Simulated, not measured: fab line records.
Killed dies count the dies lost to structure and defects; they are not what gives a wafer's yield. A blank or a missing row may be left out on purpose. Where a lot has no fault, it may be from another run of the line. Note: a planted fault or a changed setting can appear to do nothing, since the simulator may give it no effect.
Problem report, 8D (eight disciplines) form, completed by code    flow n5-finfet    the parts of the form that need people (team, actions taken, sign-off) are left out

== 1. THE ISSUE ==
A mean of 2.0 nm is read at N5_SD_EPI_P_EPI_MEAS_23 for thk-nm, taken on 1 wafer of 1 lot, against 60.7 nm (standard deviation 1.2) on wafers free of any fault. That is -49 standard deviations from the usual mean.
Seen first at day 9 02:08 on film-metro-02, wafer L695.1. The record holds 37 wafers of 13 lots with a number at this step. The rule behind "out" and "out of limits": a value lying over 4 standard deviations away from the usual mean. The rest of the wafers with a number are treated as sound.

== 2. WHAT IT IS; WHAT IT IS NOT ==
question                     is                is not
which readings at this step  thk-nm            -
which lots                   L695              L674, L676, L677, L678, L679, L681, L683, L684, L685, L687, L690, L692
which wafers of those lots   L695.1            L695.3, L695.4
read on which gauges         film-metro-02     film-metro-01
when                         from day 9 02:08  up to then (36 sound wafers)

== 3. WHAT RULES OUT EACH SUSPECT ==
Counting: a tool at a process step up to the reading stays a suspect if it ran every lot that is out. Sound lots after the first of them don't rule it out here, since some wafers of a struck lot are sound.
- ruled out: the gauge at N5_SD_EPI_P_EPI_MEAS_23. All the wafers that are out were read on film-metro-02, but those of them that N5_SD_EPI_P_ETCH_47 has rows for are out there too, on other tools.
- ald-sin-03 at N5_SD_EPI_N_LINER_46 (material SiNx, target thk 3 nm): kept. The lot that is out, L695, ran on it at day 8 21:49; the last sound lot it ran before that was L692, at day 8 07:00.
- rie-diel-01 at N5_SD_EPI_P_ETCHBACK_46 (etches SiNx in CH3F/O2, stops on SiO2, target depth 17.5 nm): kept. The lot that is out, L695, ran on it at day 8 22:58; the last sound lot it ran before that was L692, at day 8 09:16.
- rie-diel-01 at N5_SD_EPI_P_ETCH_47 (etches SiOCN in CH3F/O2, target depth 25 nm): kept. The lot that is out, L695, ran on it at day 8 23:04; the last sound lot it ran before that was L692, at day 8 09:22. Its own readings are out on those wafers: oes-product-au.
- At N5_SD_EPI_N_LINER_46, inside ald-sin-03: chamber 2 took the wafers that are out, while their sound lot-mates went through chambers 0, 3.
- The sound lot-mates ran in chamber 0 of rie-diel-01 at N5_SD_EPI_P_ETCHBACK_46, but the wafers that are out ran in chamber 3.
- The sound lot-mates ran in chamber 0 of rie-diel-01 at N5_SD_EPI_P_ETCH_47, but the wafers that are out ran in chamber 3.
The count leaves ald-sin-03 at N5_SD_EPI_N_LINER_46, rie-diel-01 at N5_SD_EPI_P_ETCHBACK_46, and rie-diel-01 at N5_SD_EPI_P_ETCH_47.

== 4. THE CAUSE (what the simulator had put in) ==
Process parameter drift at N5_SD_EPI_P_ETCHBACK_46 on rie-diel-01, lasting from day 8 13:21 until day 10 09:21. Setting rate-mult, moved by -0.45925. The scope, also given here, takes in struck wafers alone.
This tool is one of the 3 suspects left after counting.

== 5. THE EFFECT CHAIN, in route order ==
Each row: a reading where the mean over the struck wafers with a number is more than 3 standard deviations away from the usual. Readings are gone through only where the record gives a usual standard deviation; hours: the median, over the lots, of the time from a lot's start at the first step in this table giving one to that lot's start at this step; sigmas: the change measured in usual standard deviations.
hours  step                     reading         usual      on struck wafers  change  sigmas
0      N5_SD_EPI_P_ETCH_47      oes-product-au  0.78 a.u.  0.33              -0.45   -4.6
3      N5_SD_EPI_P_EPI_MEAS_23  thk-nm          60.7 nm    2.0               -58.7   -49
Process steps it contains:
- N5_SD_EPI_P_ETCH_47: etches SiOCN in CH3F/O2, target depth 25 nm.

== 6. HOW IT WOULD HAVE BEEN CAUGHT EARLIER ==
The first out-of-limits reading at a measuring or inspecting step in this record came at day 9 02:08, 13 hours after the fault's start at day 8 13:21.
An alarm limit of 4 standard deviations would not have fired on the tool readings at N5_SD_EPI_P_ETCHBACK_46 for which the record gives a usual standard deviation, since none of them was out on any struck wafer.
Lots out: 1; all had begun N5_SD_EPI_P_ETCHBACK_46 on rie-diel-01 by day 9 02:08. Holding the tool at that point would not have protected any of them.
